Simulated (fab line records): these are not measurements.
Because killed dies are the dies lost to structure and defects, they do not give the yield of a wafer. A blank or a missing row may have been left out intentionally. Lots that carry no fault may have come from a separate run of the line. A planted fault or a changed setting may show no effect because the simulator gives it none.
Chamber matching | flow n5_finfet | N5_BEOL_M1_DESCUM_33 on rie_diel-03 has 4 sister chambers
The step chemistry O2, time 7 s. 7 wafers are shown with their chamber, then 8 later ones without.

## EACH WAFER AND ITS CHAMBER
wafer  | chamber | drypump_motor_current_A (A) | showerhead_plenum_p_Torr (Torr)
L075.4 | 2       | 5.40                        | 1.94
L077.1 | 1       | 6.09                        | 2.06
L081.4 | 1       | 6.11                        | 2.05
L083.1 | 3       | 5.29                        | 1.98
L083.5 | 0       | 5.44                        | 1.93
L083.6 | 3       | 5.31                        | 1.98
L085.2 | 0       | 5.46                        | 1.93

## WAFERS MISSING THEIR CHAMBER
wafer  | drypump_motor_current_A (A) | showerhead_plenum_p_Torr (Torr)
L085.3 | 5.41                        | 1.93
L085.4 | 6.07                        | 2.05
L093.1 | 5.28                        | 1.97
L093.3 | 6.09                        | 2.05
L093.6 | 6.11                        | 2.05
L097.4 | 5.30                        | 1.97
L097.5 | 5.33                        | 1.97
L097.6 | 5.42                        | 1.92

## WHICH CHAMBER EACH WENT THROUGH
wafer  | from the rows above     | in truth
L085.3 | can't be placed: 2 or 0 | 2
L085.4 | 1                       | 1
L093.1 | 3                       | 3
L093.3 | 1                       | 1
L093.6 | 1                       | 1
L097.4 | 3                       | 3
L097.5 | 3                       | 3
L097.6 | can't be placed: 0 or 2 | 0
Correct placement for 6 of the 8. From these rows, 2 cannot be placed; in 2 the true chamber is one of the candidates. Placed wrongly: 0.
How it was worked out, from the rows above alone: a wafer's distance from a chamber is the root of the sum, over the readings, of the square of ((its reading less the chamber's mean) divided by the reading's scatter). If the next closest chamber is less than 2 further off than the closest, the wafer can't be placed; otherwise it belongs to the closest. For every chamber, the mean is computed from those of its wafers that are shown. The scatter: the root of (the sum of the squares of (reading less its chamber's mean) over the shown wafers, divided by (wafers less chambers)).
